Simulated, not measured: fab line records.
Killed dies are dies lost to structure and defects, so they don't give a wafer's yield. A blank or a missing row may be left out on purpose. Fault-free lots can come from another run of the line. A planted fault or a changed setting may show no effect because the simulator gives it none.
Which tool is to blame? -- flow nand harc -- Sampling: 13 lots, 39 wafers, 2 of 1302 route steps

## WHAT EACH GAUGE READ, for each wafer
NHARC_A_SLIT_OVL_MEAS_10.
lot,measured,on,overlay x nm (nm),overlay y nm (nm)
L842,day 20 02:47,overlay-01,1.2 1.1 1.5,0.6 0.6 0.6
L843,day 20 10:04,overlay-01,-0.9 -0.4 -0.4,-0.6 -0.9 -0.4
L846,day 21 05:15,overlay-01,-1.2 -0.8 -0.7,-0.6 -0.5 -0.2
L848,day 22 04:33,overlay-02,-1.5 -0.8 -1.4,1.1 0.8 1.2
L849,day 22 12:32,overlay-02,0.9 0.9 0.9,-0.1 -0.5 -0.3
L850,day 23 05:48,overlay-01,-0.1 0.3 -0.2,0.6 0.2 -0.4
L858,day 26 12:09,overlay-02,0.6 0.7 0.7,0.5 0.5 0.6
L861,day 27 12:52,overlay-02,-0.5 -0.7 -0.3,-0.4 0.1 0.4
L860,day 27 12:43,overlay-01,1.6 1.0 1.0,-0.8 -0.8 -0.9
L863,day 28 11:55,overlay-01,1.0 1.4 0.7,1.1 0.8 0.2
L862,day 28 11:52,overlay-02,-1.0 -1.5 -1.7,-0.8 -0.9 -0.5
L864,day 28 23:58,overlay-02,-1.0 -0.7 -0.4,0.8 0.2 -0.2
L865,day 29 00:49,overlay-02,1.7 1.6 1.5,0.6 0.5 1.0

## WHAT TOOL EACH LOT RAN ON (gives the tool, then ch and the chambers of the sampled wafers, and finally the start)
lot,NHARC_A_STAIRCASE_ETCHBACK_422
L842,"rie diel-01 ch 0,1,3, day 19 13:06"
L843,"rie diel-01 ch 2,3, day 19 19:27"
L846,"rie diel-01 ch 0,2,3, day 20 15:16"
L848,"rie diel-02 ch 1,2,3, day 21 16:04"
L849,"rie diel-02 ch 1,2,3, day 21 21:47"
L850,"rie diel-10 ch 0,1, day 22 15:12"
L858,"rie diel-01 ch 2,3, day 26 01:06"
L861,"rie diel-10 ch 0,1, day 26 22:56"
L860,"rie diel-01 ch 2,3, day 26 22:59"
L863,"rie diel-02 ch 1,2,3, day 27 20:32"
L862,"rie diel-10 ch 0,2,3, day 27 21:45"
L864,"rie diel-02 ch 0,1,2, day 28 05:58"
L865,"rie diel-10 ch 1,2,3, day 28 06:04"
- NHARC_A_STAIRCASE_ETCHBACK_422: etches the open film in CH3F/O2, target depth 40 nm, time 74.286 s.

## AS READ BY THE TOOLS THEMSELVES (means over the sampled wafers that have a number; for cases with no such wafer, the mark the record gives instead)
NHARC_A_STAIRCASE_ETCHBACK_422.
lot,tool,drypump motor current A (A),oes product au (a.u.),rf vpp V (V),showerhead plenum p Torr (Torr),throttle valve pct (%)
L842,rie diel-01,5.5,1.00,245.0,2.49,20.672
L843,rie diel-01,5.7,0.99,246.6,2.62,20.658
L846,rie diel-01,5.4,0.94,245.8,2.56,20.658
L848,rie diel-02,5.9,0.93,244.5,2.46,20.660
L849,rie diel-02,6.0,0.93,244.6,2.46,20.655
L850,rie diel-10,5.5,0.94,245.6,2.57,20.663
L858,rie diel-01,5.8,1.00,246.3,2.60,20.659
L861,rie diel-10,5.5,0.99,245.4,2.56,20.668
L860,rie diel-01,5.8,0.93,246.3,2.60,20.661
L863,rie diel-02,5.9,1.00,243.9,2.45,20.663
L862,rie diel-10,5.6,0.99,246.6,2.58,20.668
L864,rie diel-02,6.2,0.93,242.6,2.36,20.660
L865,rie diel-10,5.7,0.99,246.0,2.53,20.658

## THE ANSWER, worked out from the rows above alone
Rule: what is usual is taken from the lots themselves. The widest of any qualifying gaps counts: lots, ordered by their means at a reading, are off when they make up no more than a third of the lots, leave a main group of 4 or more, and stand apart from it by 3 or more times the standard deviation of that group's means. Not used: any main group whose means are identical at the precision the tables above print for the reading. A lot without any number at a reading at which 4 lots or more have one is off too. The other lots that the step has rows for count as sound. First the gauges in route order, then the tools' own readings, where a lot's mean is used as printed above. The first step at which some lot is off is used, and at that step the reading that is off furthest; a lot without a number counts as furthest.
No lot is off at any reading shown: from this, nothing can be told.

## WHAT HAD BEEN PUT IN BY THE SIMULATOR
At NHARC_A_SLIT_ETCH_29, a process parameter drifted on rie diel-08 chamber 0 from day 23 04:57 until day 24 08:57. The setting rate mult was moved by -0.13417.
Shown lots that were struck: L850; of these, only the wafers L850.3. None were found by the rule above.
